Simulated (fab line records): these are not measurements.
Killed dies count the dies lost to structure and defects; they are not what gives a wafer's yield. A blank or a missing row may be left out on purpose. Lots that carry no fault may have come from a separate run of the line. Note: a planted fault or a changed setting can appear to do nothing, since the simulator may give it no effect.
Split-lot experiment / flow n5-finfet / 7 lots, 39 wafers read, on a route of 1938 steps

## ON THE SPLIT
At N5_HKMG_FIN_DEVELOP_11 (develop time 30 s), the setting develop-time-s was moved away from the recipe's 30 s on 12 of the 39 wafers read, by -47.6% to +53.1%. This setting was run at the recipe's value on the other wafers.

Split to reading: the file shows no intervening step.

## THE READING
Shown in nm: cd-nm at N5_HKMG_FIN_CD_MEAS_12, with target cd 92.8 nm. Typical for fault-free wafers on this fab line: 93.1 nm, with standard deviation 0.74 nm.

wafer=L083.1; tool, chamber at the split=litho-track-03, 0; develop-time-s as run, s=39.19; against the recipe=+30.6%; cd-nm, nm=95.4; against lot-mates on the recipe=+1.6
wafer=L083.2; tool, chamber at the split=litho-track-03, 0; develop-time-s as run, s=39.19; against the recipe=+30.6%; cd-nm, nm=95.2; against lot-mates on the recipe=+1.4
wafer=L083.3; tool, chamber at the split=litho-track-03, 0; develop-time-s as run, s=30; against the recipe=recipe; cd-nm, nm=93.8; against lot-mates on the recipe=-
wafer=L083.4; tool, chamber at the split=litho-track-03, 0; develop-time-s as run, s=39.19; against the recipe=+30.6%; cd-nm, nm=94.9; against lot-mates on the recipe=+1.1
wafer=L083.5; tool, chamber at the split=litho-track-03, 0; develop-time-s as run, s=30; against the recipe=recipe; cd-nm, nm=93.8; against lot-mates on the recipe=-
wafer=L083.6; tool, chamber at the split=litho-track-03, 0; develop-time-s as run, s=30; against the recipe=recipe; cd-nm, nm=93.7; against lot-mates on the recipe=-
wafer=L086.1; tool, chamber at the split=litho-track-03, 0; develop-time-s as run, s=15.72; against the recipe=-47.6%; cd-nm, nm=90.0; against lot-mates on the recipe=-3.0
wafer=L086.2; tool, chamber at the split=litho-track-03, 0; develop-time-s as run, s=30; against the recipe=recipe; cd-nm, nm=92.9; against lot-mates on the recipe=-
wafer=L086.3; tool, chamber at the split=litho-track-03, 0; develop-time-s as run, s=30; against the recipe=recipe; cd-nm, nm=92.9; against lot-mates on the recipe=-
wafer=L086.4; tool, chamber at the split=litho-track-03, 0; develop-time-s as run, s=15.72; against the recipe=-47.6%; cd-nm, nm=89.0; against lot-mates on the recipe=-4.0
wafer=L086.5; tool, chamber at the split=litho-track-03, 0; develop-time-s as run, s=15.72; against the recipe=-47.6%; cd-nm, nm=90.4; against lot-mates on the recipe=-2.6
wafer=L086.6; tool, chamber at the split=litho-track-03, 0; develop-time-s as run, s=30; against the recipe=recipe; cd-nm, nm=93.1; against lot-mates on the recipe=-
wafer=L088.1; tool, chamber at the split=litho-track-03, 0; develop-time-s as run, s=45.92; against the recipe=+53.1%; cd-nm, nm=95.6; against lot-mates on the recipe=+2.3
wafer=L088.2; tool, chamber at the split=litho-track-03, 0; develop-time-s as run, s=30; against the recipe=recipe; cd-nm, nm=94.0; against lot-mates on the recipe=-
wafer=L088.3; tool, chamber at the split=litho-track-03, 0; develop-time-s as run, s=45.92; against the recipe=+53.1%; cd-nm, nm=95.4; against lot-mates on the recipe=+2.1
wafer=L088.4; tool, chamber at the split=litho-track-03, 0; develop-time-s as run, s=30; against the recipe=recipe; cd-nm, nm=93.2; against lot-mates on the recipe=-
wafer=L088.5; tool, chamber at the split=litho-track-03, 0; develop-time-s as run, s=30; against the recipe=recipe; cd-nm, nm=92.7; against lot-mates on the recipe=-
wafer=L088.6; tool, chamber at the split=litho-track-03, 0; develop-time-s as run, s=45.92; against the recipe=+53.1%; cd-nm, nm=96.4; against lot-mates on the recipe=+3.1
wafer=L089.1; tool, chamber at the split=litho-track-05, 0; develop-time-s as run, s=40.28; against the recipe=+34.3%; cd-nm, nm=96.0; against lot-mates on the recipe=+2.2
wafer=L089.2; tool, chamber at the split=litho-track-05, 0; develop-time-s as run, s=30; against the recipe=recipe; cd-nm, nm=93.9; against lot-mates on the recipe=-
wafer=L089.3; tool, chamber at the split=litho-track-05, 0; develop-time-s as run, s=40.28; against the recipe=+34.3%; cd-nm, nm=94.9; against lot-mates on the recipe=+1.1
wafer=L089.4; tool, chamber at the split=litho-track-05, 0; develop-time-s as run, s=40.28; against the recipe=+34.3%; cd-nm, nm=95.3; against lot-mates on the recipe=+1.5
wafer=L089.5; tool, chamber at the split=litho-track-05, 0; develop-time-s as run, s=30; against the recipe=recipe; cd-nm, nm=93.8; against lot-mates on the recipe=-
wafer=L089.6; tool, chamber at the split=litho-track-05, 0; develop-time-s as run, s=30; against the recipe=recipe; cd-nm, nm=93.7; against lot-mates on the recipe=-
wafer=L094.1; tool, chamber at the split=litho-track-05, 0; develop-time-s as run, s=30; against the recipe=recipe; cd-nm, nm=93.1; against lot-mates on the recipe=-
wafer=L094.2; tool, chamber at the split=litho-track-05, 0; develop-time-s as run, s=30; against the recipe=recipe; cd-nm, nm=93.6; against lot-mates on the recipe=-
wafer=L094.3; tool, chamber at the split=litho-track-05, 0; develop-time-s as run, s=30; against the recipe=recipe; cd-nm, nm=93.3; against lot-mates on the recipe=-
wafer=L094.4; tool, chamber at the split=litho-track-05, 0; develop-time-s as run, s=30; against the recipe=recipe; cd-nm, nm=92.4; against lot-mates on the recipe=-
wafer=L094.5; tool, chamber at the split=litho-track-05, 0; develop-time-s as run, s=30; against the recipe=recipe; cd-nm, nm=94.3; against lot-mates on the recipe=-
wafer=L094.6; tool, chamber at the split=litho-track-05, 0; develop-time-s as run, s=30; against the recipe=recipe; cd-nm, nm=93.7; against lot-mates on the recipe=-
wafer=L095.1; tool, chamber at the split=litho-track-05, 0; develop-time-s as run, s=30; against the recipe=recipe; cd-nm, nm=93.0; against lot-mates on the recipe=-
wafer=L095.2; tool, chamber at the split=litho-track-05, 0; develop-time-s as run, s=30; against the recipe=recipe; cd-nm, nm=92.7; against lot-mates on the recipe=-
wafer=L095.3; tool, chamber at the split=litho-track-05, 0; develop-time-s as run, s=30; against the recipe=recipe; cd-nm, nm=92.9; against lot-mates on the recipe=-
wafer=L095.4; tool, chamber at the split=litho-track-05, 0; develop-time-s as run, s=30; against the recipe=recipe; cd-nm, nm=93.4; against lot-mates on the recipe=-
wafer=L095.5; tool, chamber at the split=litho-track-05, 0; develop-time-s as run, s=30; against the recipe=recipe; cd-nm, nm=92.5; against lot-mates on the recipe=-
wafer=L095.6; tool, chamber at the split=litho-track-05, 0; develop-time-s as run, s=30; against the recipe=recipe; cd-nm, nm=92.4; against lot-mates on the recipe=-
wafer=L097.2; tool, chamber at the split=litho-track-03, 0; develop-time-s as run, s=30; against the recipe=recipe; cd-nm, nm=94.0; against lot-mates on the recipe=-
wafer=L097.3; tool, chamber at the split=litho-track-03, 0; develop-time-s as run, s=30; against the recipe=recipe; cd-nm, nm=94.0; against lot-mates on the recipe=-
wafer=L097.6; tool, chamber at the split=litho-track-03, 0; develop-time-s as run, s=30; against the recipe=recipe; cd-nm, nm=93.2; against lot-mates on the recipe=-

THE FIT
A straight line over all 39 wafers: cd-nm changes by +0.0603 nm for each +1% of develop-time-s; r = +0.92; the points scatter about the line by 0.58 nm.
The same after taking each lot's own level away (the mean of its wafers on the recipe; 39 wafers): +0.0541 nm for each +1%; r = +0.94; scatter 0.46 nm.
Per that fit: largest develop-time-s move, reading shift of 2.9 nm.
The lots' own levels span 92.82 to 93.80 nm, that is 1.3 times the standard deviation above.
Hence the slope depends on the lot-to-lot level, as the two fits are not the same.
Check: with one of the wafers moved furthest among these (+53.1%) left out of the fit, the line predicts +2.83 nm for it against its lot-mates. Against them it came out at +2.3 nm.

## OTHER SPLITS APPLIED TO THESE WAFERS
Other splits were also applied to these wafers ahead of the reading. Each is held against what the fit with the lots' levels taken away leaves over:
other split on the same wafers=N5_FIN_SAQP_HM_DEP_03 target-thk-a; wafers away from the commonest value=12; r with cd-nm (lot level and that fit taken away)=-0.12
other split on the same wafers=N5_ILD0_PRECLEAN_10 time-s; wafers away from the commonest value=18; r with cd-nm (lot level and that fit taken away)=+0.06

## THE FILE'S OWN FIT
cd-nm changes by +0.0528 nm for each +1% of develop-time-s, r = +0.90.
